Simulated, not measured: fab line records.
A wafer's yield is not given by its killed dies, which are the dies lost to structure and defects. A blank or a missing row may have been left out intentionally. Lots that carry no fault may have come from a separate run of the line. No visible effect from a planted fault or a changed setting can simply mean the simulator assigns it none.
Split-lot experiment | flow n5Finfet | on a route of 1938 steps: 7 lots, 21 wafers read

SPLIT DETAILS
At N5_BEOL_M9_CMP_52 (polishes, stops on SiCOH lowk, t overpolish 7 s, target thk 140 nm), the setting downForcePsi was moved away from the recipe's 1 psi on 7 of the 21 wafers read, by -19.2% to +15.7%. This setting was run at the recipe's value on the other wafers.

The reading comes from the split's own step.

THE READING
barrierFieldEndpointS, in s, at N5_BEOL_M9_CMP_52 (polishes, stops on SiCOH lowk, t overpolish 7 s, target thk 140 nm). Typical for fault-free wafers on this fab line: 29.0 s, with standard deviation 0.82 s.

wafer  | tool, chamber at the split | downForcePsi as run, psi | against the recipe | barrierFieldEndpointS, s | against lot-mates on the recipe
L075.1 | cmp-01, 1                  | 1                        | recipe             | 29.2                     | -
L075.3 | cmp-01, 3                  | 1.157                    | +15.7%             | 25.5                     | -3.7
L075.6 | cmp-01, 2                  | 1.157                    | +15.7%             | 25.6                     | -3.6
L080.2 | cmp-03, 2                  | 0.8114                   | -18.9%             | 36.4                     | +6.6
L080.4 | cmp-03, 0                  | 1                        | recipe             | 29.9                     | -
L080.6 | cmp-03, 3                  | 1                        | recipe             | 29.6                     | -
L082.4 | cmp-01, 3                  | 1                        | recipe             | 28.9                     | -
L082.2 | cmp-01, 0                  | 0.8148                   | -18.5%             | 35.6                     | +6.5
L082.6 | cmp-01, 2                  | 1                        | recipe             | 29.4                     | -
L091.3 | cmp-01, 0                  | 1                        | recipe             | 28.4                     | -
L091.4 | cmp-01, 1                  | 1.096                    | +9.6%              | 26.7                     | -1.7
L091.5 | cmp-01, 0                  | 1.096                    | +9.6%              | 26.3                     | -2.1
L097.3 | cmp-01, 1                  | 1                        | recipe             | 26.8                     | -
L097.1 | cmp-01, 2                  | 1                        | recipe             | 28.7                     | -
L097.6 | cmp-01, 0                  | 1                        | recipe             | 27.9                     | -
L094.3 | cmp-01, 2                  | 1                        | recipe             | 28.3                     | -
L094.4 | cmp-01, 3                  | 1                        | recipe             | 28.7                     | -
L094.2 | cmp-01, 1                  | 0.8082                   | -19.2%             | 35.9                     | +7.4
L096.1 | cmp-01, 1                  | 1                        | recipe             | 29.1                     | -
L096.2 | cmp-01, 2                  | 1                        | recipe             | 28.7                     | -
L096.3 | cmp-01, 3                  | 1                        | recipe             | 28.2                     | -

THE FIT
A straight line over all 21 wafers: barrierFieldEndpointS changes by -0.315 s for each +1% of downForcePsi; r = -0.95; the points scatter about the line by 0.96 s.
The same after taking each lot's own level away (the mean of its wafers on the recipe; 21 wafers): -0.307 s for each +1%; r = -0.98; scatter 0.66 s.
On that fit, the largest move of downForcePsi shifts the reading by 5.9 s.
Across the lots, their own levels run from 27.80 to 29.75 s, a range of 2.4 times the standard deviation given above.
So the lot-to-lot level changes the slope little: the two slopes agree.
Check: for one of the wafers moved furthest among these (-19.2%), held out of the fit, the line's prediction against its lot-mates is +5.87 s. Against them it came out at +7.4 s.
Tool readings at the split's step, against how far the setting was moved: barrierFieldEndpointS r = -0.95.

ADDITIONAL SPLITS CARRIED BY THESE WAFERS
Other splits were also applied to these wafers ahead of the reading. Each is held against what the fit with the lots' levels taken away leaves over:
other split on the same wafers | wafers away from the commonest value | r with barrierFieldEndpointS (lot level and that fit taken away)
N5_BEOL_M8_DESCUM_16 timeS     | 9                                    | +0.14
N5_BEOL_M8_COAT_63 spinRpm     | 6                                    | +0.23

THE FILE'S OWN FIT
barrierFieldEndpointS changes by -0.329 s for each +1% of downForcePsi, r = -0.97.
